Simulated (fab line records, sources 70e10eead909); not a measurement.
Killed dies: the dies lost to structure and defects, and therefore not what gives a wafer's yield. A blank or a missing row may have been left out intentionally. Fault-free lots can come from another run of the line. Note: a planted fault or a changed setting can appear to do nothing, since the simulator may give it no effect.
A lot that was struck, set against a sound lot + flow nandHarc + 17 out of 1159 route steps
Sound: these wafers, L933.2, L933.4, L933.5. Struck: wafers L936.1, L936.5. (L936.3 of the same lot was not struck and is left out.) The cause comes at the end.
At each step with rows: each side's tool, then ch and its chambers, then its first start. Under that, the readings that differ: sound wafers + struck wafers + difference of the means + sigmas: that difference in standard deviations of wafers without a fault.
alike: readings whose means differ by less than 2 such deviations, and words and numbers that are the same on both sides. not compared: withheld readings, readings that some wafer has no value for, bounds like >300 that may hide the same value, and numbers for which the record gives no deviation and whose values overlap.
A row with sigmas, a row that says differs or no value, or rows on one side alone: a step with any of these is where the two part. Numbers that have no deviation but don't overlap get no sigmas and don't part them. A reading that every wafer of one side lacks parts them only if that side has two wafers or more.

NHARC_P_M1_INSPECT_11:
  struck on defectInspect-01, day 9 03:30; sound on defectInspect-01, day 8 01:32
  alike: rawDefectCount
then, 2 steps without rows for these wafers: NHARC_P_M1_DESCUM_14 (chemistry O2, time 3 s); NHARC_P_M1_ETCH_35 (etches the open film in N2/H2, target depth 40 nm, overetch 12 nm, time 43.94 s).
NHARC_P_M1_ETCH_15: etches the open film in C4F8/Ar, target depth 182.5 nm, time 91.2 s.
  sound on rieDiel-09 ch 1,2; struck on rieDiel-10 ch 0,1
  alike: chamberPressureMTorr, oesProductAu, rfVppV
  not compared: rfHoursCounterH
NHARC_P_M1_CD_MEAS_16:
  struck on cdSem-03, day 9 03:52; sound on cdSem-03, day 8 01:55
  alike: cdNm
then, 1 step without rows for these wafers: NHARC_P_M1_STRIP_18 (strips in N2/H2).
NHARC_P_M1_ETCH_28: etches the open film in CF4/N2, target depth 30 nm, time 72.99 s.
  sound on rieDiel-10 ch 0,3; struck on rieDiel-09 ch 0,2
| reading             | sound             | struck      | difference | sigmas |
|---------------------|-------------------|-------------|------------|--------|
| oesProductAu (a.u.) | 0.989 1.003 1.000 | 1.024 1.007 | +0.018     | +2     |
  alike: chamberPressureMTorr, drypumpMotorCurrentA, rfVppV, showerheadPlenumPTorr, throttleValvePct
  not compared: rfHoursCounterH
then, 1 step without rows for these wafers: NHARC_P_M1_STRIP_19 (strips in post etch residue remover, time 600 s).
NHARC_P_M1_DEGAS_29: time 60 s.
  struck on pvdSputter-01, day 9 04:36; sound on pvdSputter-01, day 8 02:37
  alike: heaterPowerW
then, 2 steps without rows for these wafers: NHARC_P_M1_PRE_CLEAN_30 (time 30 s); NHARC_P_M1_PVD_20 (deposits TaN, target thk 5 nm, time 8.06 s).
NHARC_P_M1_PVD_21: deposits Cu, target thk 30 nm, time 20.49 s.
  sound on pvdSputter-01; struck on pvdSputter-01
  alike: chamberPressurePa, throttleValvePct
NHARC_P_M1_ECD_22: material Cu, target thk 400 nm.
  sound on ecdCu-01 ch 0,1, day 8 03:02; struck on ecdCu-01 ch 0,1, day 9 05:00
NHARC_P_M1_ANNEAL_31: time 90 s.
  sound on rtpAnneal-02 ch 0, day 8 03:29; struck on rtpAnneal-02 ch 0, day 9 05:20
  alike: annealTempC, wafer_temp_C_max
NHARC_P_M1_CMP_23: polishes, t overpolish 20 s, target thk 157.82 nm.
  sound on cmp-01 ch 0,1, day 8 03:48; struck on cmp-04 ch 1,3, day 9 05:44
| reading             | sound          | struck    | difference | sigmas |
|---------------------|----------------|-----------|------------|--------|
| timeToEndpointS (s) | 28.7 28.2 30.0 | 14.6 16.7 | -13.3      | -7     |
  alike: motorCurrentA
NHARC_P_M1_THK_MEAS_24: measures by xrf.
  struck on filmMetro-01, day 9 06:00; sound on filmMetro-01, day 8 04:05
  alike: thkNm
following that, these wafers have no rows for 1 step: NHARC_END_SORT_01.

== WHERE THEY PART ==
Last at NHARC_P_M1_CMP_23 as far as this record goes, first at NHARC_P_M1_ETCH_28. Later steps at which nothing parts them and some readings are alike: NHARC_P_M1_THK_MEAS_24.

WHY: whatever the simulator had introduced
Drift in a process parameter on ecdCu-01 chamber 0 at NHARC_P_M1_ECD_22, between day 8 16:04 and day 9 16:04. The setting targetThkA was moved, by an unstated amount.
